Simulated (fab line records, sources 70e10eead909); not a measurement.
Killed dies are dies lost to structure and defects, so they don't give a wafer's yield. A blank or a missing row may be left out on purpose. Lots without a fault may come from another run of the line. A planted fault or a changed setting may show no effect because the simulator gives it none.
Chamber matching | flow nand_harc | NHARC_A_STAIRCASE_ETCH_444 on rie_diel-11: 4 sister chambers
The step etches the open film in C4F8/O2, target depth 10200 nm, time 3400 s. 22 wafers are shown with their chamber, then 11 later ones without.

WAFERS WITH THEIR CHAMBER
wafer  | chamber | rf_vpp_V (V) | oes_product_au (a.u.)
L076.1 | 2       | 812          | 0.929
L076.2 | 0       | 807          | 0.926
L076.5 | 3       | 809          | 0.926
L074.1 | 0       | 808          | 0.929
L074.2 | 1       | 808          | 0.918
L074.6 | 3       | 809          | 0.912
L079.1 | 3       | 810          | 0.920
L079.3 | 0       | 809          | 0.920
L079.4 | 1       | 808          | 0.909
L081.2 | 1       | 808          | 0.926
L081.4 | 0       | 808          | 0.923
L081.5 | 0       | 808          | 0.921
L082.1 | 1       | 808          | 0.924
L082.2 | 2       | 812          | 0.943
L082.3 | 3       | 808          | 0.916
L088.4 | 0       | 808          | 0.975
L088.5 | 1       | 807          | 0.964
L088.6 | 2       | 812          | 0.969
L086.1 | 2       | 812          | 0.979
L086.4 | 1       | 807          | 0.991
L086.5 | 2       | 811          | 0.976
L090.1 | 1       | 808          | 0.953

SIGNATURES (means of the wafers above)
reading        | chamber 0 | chamber 1 | chamber 2 | chamber 3 | scatter within a chamber
rf_vpp_V       | 808.00    | 807.71    | 811.80    | 809.00    | 0.588
oes_product_au | 0.93233   | 0.94071   | 0.95920   | 0.91850   | 0.023
Rule: a wafer's distance from a chamber is the root of the sum, over the readings, of the square of ((its reading less the chamber's mean) divided by the reading's scatter). The wafer belongs to the nearest chamber; if the next one is less than 2 further off, it can't be placed. The scatter: the root of (the sum of the squares of (reading less its chamber's mean) over the shown wafers, divided by (wafers less chambers)).

WAFERS WITHOUT THEIR CHAMBER
wafer  | rf_vpp_V (V) | oes_product_au (a.u.)
L090.2 | 807          | 0.947
L090.4 | 809          | 0.939
L091.2 | 807          | 0.959
L091.3 | 808          | 0.950
L091.6 | 806          | 0.942
L094.1 | 811          | 0.924
L094.2 | 809          | 0.933
L094.6 | 810          | 0.928
L096.1 | 807          | 0.926
L096.2 | 808          | 0.933
L096.4 | 807          | 0.937

WHICH CHAMBER EACH WENT THROUGH
wafer  | from the rows above          | in truth
L090.2 | can't be placed: 1 or 0      | 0
L090.4 | can't be placed: 3 or 0 or 1 | 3
L091.2 | can't be placed: 1 or 0      | 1
L091.3 | can't be placed: 1 or 0 or 3 | 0
L091.6 | can't be placed: 1 or 0      | 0
L094.1 | can't be placed: 2 or 3      | 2
L094.2 | can't be placed: 3 or 0 or 1 | 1
L094.6 | can't be placed: 3 or 2 or 0 | 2
L096.1 | can't be placed: 1 or 0      | 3
L096.2 | can't be placed: 0 or 1 or 3 | 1
L096.4 | can't be placed: 1 or 0      | 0
Placed correctly: 0 of 11. Can't be placed from these rows: 11 (the true chamber is among the candidates in 10). Placed wrongly: 0.
